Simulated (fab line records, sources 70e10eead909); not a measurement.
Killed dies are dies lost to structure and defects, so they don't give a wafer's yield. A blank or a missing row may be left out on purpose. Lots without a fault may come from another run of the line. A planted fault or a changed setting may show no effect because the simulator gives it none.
Which tool did it? | flow nand_harc | 14 lots, 42 wafers sampled, at 4 steps of a route of 1302

WHAT THE GAUGES READ, wafer by wafer
NHARC_A_ONON_D2_THK_MEAS_11: measures by ellipsometry. Usual: thk_nm 1001 nm, standard deviation 11.
lot  | measured     | on            | thk_nm (nm)                   | flag
L729 | day 13 00:26 | film_metro-01 | 995 996 994                   |
L731 | day 13 00:34 | film_metro-02 | 992 990 990                   |
L735 | day 14 17:13 | film_metro-02 | 980 982 980                   |
L734 | day 14 17:14 | film_metro-01 | 999 998 998                   |
L736 | day 15 20:30 | film_metro-02 | 1013 1012 1013                |
L737 | day 16 00:50 | film_metro-01 | 999 999 1001                  |
L738 | day 16 05:22 | film_metro-01 | 1003 1004 1004                |
L739 | day 16 19:38 | film_metro-01 | 1016 1018 1017                |
L740 | day 16 19:31 | film_metro-01 | 1022 1022 1024                |
L741 | day 17 05:44 | film_metro-01 | 1014 1015 1014                |
L742 | day 18 06:26 | film_metro-02 | 985 986 989                   |
L743 | day 18 06:29 | film_metro-01 | 1001 1000 1001                |
L750 | day 21 22:51 | film_metro-02 | 1418 1417 1420 1417 1421 1421 | OFF
L752 | day 22 11:36 | film_metro-01 | 1420 1418 1420 1422 1418 1419 | OFF

NHARC_END_SORT_01. Usual: killed_at_array 56, standard deviation 21; killed_at_other 1.2, standard deviation 1.6; killed_at_periphery 3.7, standard deviation 2.5; killed_dies 61, standard deviation 21; killed_open 3.1, standard deviation 1.8; killed_short 2.8, standard deviation 1.7.
lot  | measured     | on        | killed_at_array | killed_at_other | killed_at_periphery | killed_dies | killed_open | killed_short | flag
L734 | day 26 20:16 | prober-01 | 85 75 54        | 1 1 1           | 6 7 5               | 92 83 60    | 4 5 4       | 8 2 1        |
L742 | day 29 19:11 | prober-02 | 20 23 22        | 0 0 0           | 4 1 1               | 24 24 23    | 6 2 7       | 2 3 2        |
L750 | day 33 05:14 | prober-02 | 674 675 673     | 0 2 2           | 3 0 2               | 677 677 677 | 6 4 1       | 3 5 0        | OFF
L752 | day 34 13:49 | prober-01 | 672 665 666     | 2 4 4           | 3 8 7               | 677 677 677 | 2 8 5       | 3 0 3        | OFF

WHICH TOOL RAN EACH LOT (tool, then ch and the chambers of the sampled wafers, then the start)
lot  | NHARC_A_CHANNEL_FILL_D1_STRIP_29              | NHARC_A_ONON_D2_DEP_09
L729 | rie_diel-11 ch 0,1,2, day 12 23:58 or earlier | pecvd_onon-03 ch 0, day 12 23:58
L731 | rie_diel-04 ch 0,3, day 13 00:07 or earlier   | pecvd_onon-02 ch 0, day 13 00:07
L735 | rie_diel-11 ch 0,1,3, day 14 16:50 or earlier | pecvd_onon-02 ch 0, day 14 16:50
L734 | rie_diel-04 ch 0,2,3, day 14 16:43 or earlier | pecvd_onon-01 ch 0, day 14 16:43
L736 | rie_diel-11 ch 1,2,3, day 15 20:02 or earlier | pecvd_onon-03 ch 0, day 15 20:02
L737 | rie_diel-04 ch 0,1,2, day 16 00:20 or earlier | pecvd_onon-03 ch 0, day 16 00:20
L738 | rie_diel-03 ch 0,3, day 16 04:58 or earlier   | pecvd_onon-01 ch 0, day 16 04:58
L739 | rie_diel-04 ch 1,2,3, day 16 19:14 or earlier | pecvd_onon-01 ch 0, day 16 19:14
L740 | rie_diel-03 ch 0,1,2, day 16 19:07 or earlier | pecvd_onon-03 ch 0, day 16 19:07
L741 | rie_diel-04 ch 2,3, day 17 05:17 or earlier   | pecvd_onon-03 ch 0, day 17 05:17
L742 | rie_diel-04 ch 1,3, day 16 11:40              | pecvd_onon-02 ch 0, day 18 05:58
L743 | rie_diel-03 ch 2,3, day 18 06:02 or earlier   | pecvd_onon-01 ch 0, day 18 06:02
L750 | rie_diel-03 ch 0,2, day 21 22:23 or earlier   | pecvd_onon-03 ch 0, day 21 22:23
L752 | rie_diel-11 ch 0,1,2, day 22 11:09 or earlier | pecvd_onon-03 ch 0, day 22 11:09
- NHARC_A_CHANNEL_FILL_D1_STRIP_29: strips in O2, time 20 s.
- NHARC_A_ONON_D2_DEP_09: target thk 1000 nm.

WHAT THE TOOLS THEMSELVES READ (means of the sampled wafers that have a number; where no wafer has one, the mark that the record gives instead)
NHARC_A_CHANNEL_FILL_D1_STRIP_29. Usual: drypump_motor_current_A 5.7 A, standard deviation 0.39; oes_product_au 0.998 a.u., standard deviation 0.0069; rf_vpp_V 57.7 V, standard deviation 0.92; showerhead_plenum_p_Torr 3.49 Torr, standard deviation 0.15; throttle_valve_pct 17.035 %, standard deviation 0.0086.
lot  | tool        | drypump_motor_current_A (A) | oes_product_au (a.u.) | rf_vpp_V (V) | showerhead_plenum_p_Torr (Torr) | throttle_valve_pct (%) | flag
L729 | rie_diel-11 | 5.6                         | 1.000                 | 58.0         | 3.53                            | 17.040                 |
L731 | rie_diel-04 | 5.6                         | 0.993                 | 58.1         | 3.47                            | 17.034                 |
L735 | rie_diel-11 | 5.5                         | 1.009                 | 58.0         | 3.56                            | 17.035                 |
L734 | rie_diel-04 | 5.6                         | 0.991                 | 58.0         | 3.55                            | 17.033                 |
L736 | rie_diel-11 | 5.6                         | 1.003                 | 57.6         | 3.53                            | 17.030                 |
L737 | rie_diel-04 | 5.9                         | 1.001                 | 58.6         | 3.49                            | 17.047                 |
L738 | rie_diel-03 | 5.3                         | 0.997                 | 57.7         | 3.49                            | 17.040                 |
L739 | rie_diel-04 | 5.7                         | 1.004                 | 57.7         | 3.59                            | 17.037                 |
L740 | rie_diel-03 | 5.7                         | 0.996                 | 57.1         | 3.35                            | 17.033                 |
L741 | rie_diel-04 | 5.4                         | 0.990                 | 59.0         | 3.65                            | 17.040                 |
L742 | rie_diel-04 | 5.9                         | 1.000                 | 59.0         | 3.54                            | 17.032                 |
L743 | rie_diel-03 | 6.0                         | 0.991                 | 57.4         | 3.47                            | 17.031                 |
L750 | rie_diel-03 | 5.6                         | 1.002                 | 57.3         | 3.36                            | 17.030                 |
L752 | rie_diel-11 | 5.7                         | 1.000                 | 56.9         | 3.53                            | 17.030                 |

THE ANSWER, worked out from the rows above alone
Rule: a lot is off if the mean of its wafers that have a number lies more than 3 standard deviations from the usual mean. A lot without any number at a reading at which 4 lots or more have one is off too. The other lots that the step has rows for count as sound. The gauges are gone through in route order, then the tools' own readings, and for those a lot's mean is taken as printed above. The first step at which some lot is off is used, and at that step the reading that is off furthest; a lot without a number counts as furthest.
Off: L750, L752, at NHARC_A_ONON_D2_THK_MEAS_11 (thk_nm).
A tool fits if, at a process step before that reading, it ran every lot that is off, and no sound lot after the first of them. The gauges at NHARC_A_ONON_D2_THK_MEAS_11 aren't tried: what is off there is off at NHARC_END_SORT_01 too, on other tools, and a gauge's error can't cause that. NHARC_A_CHANNEL_FILL_D1_STRIP_29 gives no start for some lots, so the hours and the order of its lots are those of NHARC_A_ONON_D2_DEP_09. One fits: pecvd_onon-03 at NHARC_A_ONON_D2_DEP_09. Its last sound lot is L741 (day 17 05:17), its first lot that is off L750 (day 21 22:23): a fault that began between those two fits.

WHAT THE SIMULATOR HAD PUT IN
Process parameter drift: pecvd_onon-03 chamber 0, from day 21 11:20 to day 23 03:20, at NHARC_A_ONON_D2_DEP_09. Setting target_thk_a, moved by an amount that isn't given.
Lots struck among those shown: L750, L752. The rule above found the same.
